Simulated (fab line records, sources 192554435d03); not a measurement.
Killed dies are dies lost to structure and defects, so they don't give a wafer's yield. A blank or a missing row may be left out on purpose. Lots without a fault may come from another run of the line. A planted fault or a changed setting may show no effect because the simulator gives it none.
Split-lot experiment | flow n5_finfet | 7 lots, 21 wafers read, on a route of 1938 steps

THE SPLIT
At N5_BEOL_M6_ETCH_66 (etches SOC in N2/H2, target depth 80 nm, overetch 16 nm, time 120 s), the setting bias_w was moved away from the recipe's 150 W on 3 of the 21 wafers read, by -5.4% to +5.1%. The other wafers ran this setting at the recipe's value.

The reading is taken at the split's own step.

THE READING
rf_vpp_V, in V, at N5_BEOL_M6_ETCH_66 (etches SOC in N2/H2, target depth 80 nm, overetch 16 nm, time 120 s). Fault-free wafers of this fab line usually give 524.0 V, standard deviation 2 V.

wafer  | tool, chamber at the split | bias_w as run, W | against the recipe | rf_vpp_V, V | against lot-mates on the recipe
L074.2 | rie_diel-06, 1             | 150              | recipe             | 524.0       | -
L074.4 | rie_diel-06, 3             | 150              | recipe             | 522.6       | -
L074.5 | rie_diel-06, 3             | 150              | recipe             | 523.5       | -
L075.3 | rie_diel-06, 0             | 150              | recipe             | 526.8       | -
L075.4 | rie_diel-06, 2             | 157.7            | +5.1%              | 543.1       | +16.9
L075.5 | rie_diel-06, 2             | 150              | recipe             | 525.6       | -
L080.2 | rie_diel-06, 3             | 150              | recipe             | 522.3       | -
L080.3 | rie_diel-06, 0             | 150              | recipe             | 526.9       | -
L080.4 | rie_diel-06, 2             | 150              | recipe             | 525.3       | -
L084.1 | rie_diel-06, 3             | 150              | recipe             | 522.3       | -
L084.3 | rie_diel-06, 0             | 150              | recipe             | 526.8       | -
L084.5 | rie_diel-06, 3             | 150              | recipe             | 523.8       | -
L086.2 | rie_diel-06, 2             | 150              | recipe             | 525.2       | -
L086.4 | rie_diel-06, 1             | 150              | recipe             | 525.5       | -
L086.6 | rie_diel-06, 1             | 150              | recipe             | 524.1       | -
L091.1 | rie_diel-06, 2             | 150              | recipe             | 523.4       | -
L091.4 | rie_diel-06, 3             | 150              | recipe             | 521.1       | -
L091.6 | rie_diel-06, 1             | 150              | recipe             | 524.8       | -
L097.3 | rie_diel-06, 1             | 141.9            | -5.4%              | 508.4       | -16.6
L097.4 | rie_diel-06, 2             | 150              | recipe             | 525.0       | -
L097.6 | rie_diel-06, 0             | 141.9            | -5.4%              | 507.5       | -17.5

THE FIT
A straight line over all 21 wafers: rf_vpp_V changes by +3.24 V for each +1% of bias_w; r = +0.97; the points scatter about the line by 1.7 V.
The same after taking each lot's own level away (the mean of its wafers on the recipe; 21 wafers): +3.2 V for each +1%; r = +0.98; scatter 1.3 V.
On that fit, the largest move of bias_w shifts the reading by 17 V.
The lots' own levels span 523.10 to 526.20 V, that is 1.6 times the standard deviation above.
So the lot-to-lot level changes the slope little: the two slopes agree.
Check: with one of the wafers moved furthest among these (-5.4%) left out of the fit, the line predicts -17.6 V for it against its lot-mates. It came out at -16.6 V against them.
Tool readings at the split's step, against how far the setting was moved: rf_vpp_V r = +0.97.

OTHER SPLITS ON THESE WAFERS
These wafers also went through other splits before the reading. Each is held against what the fit with the lots' levels taken away leaves over:
other split on the same wafers    | wafers away from the commonest value | r with rf_vpp_V (lot level and that fit taken away)
N5_BEOL_M2_TRENCH_ETCH_37 time_s  | 9                                    | +0.06
N5_BEOL_M3_COAT_62 spin_rpm       | 6                                    | -0.21
N5_BEOL_M3_COAT_73 temp_c         | 6                                    | +0.11
N5_BEOL_M3_ETCH_70 time_s         | 10                                   | +0.00
N5_BEOL_M3_ETCH_41 target_depth_a | 7                                    | -0.23
N5_BEOL_M4_TRENCH_ETCH_37 time_s  | 4                                    | -0.11

THE FILE'S OWN FIT
rf_vpp_V changes by +3.22 V for each +1% of bias_w, r = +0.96.
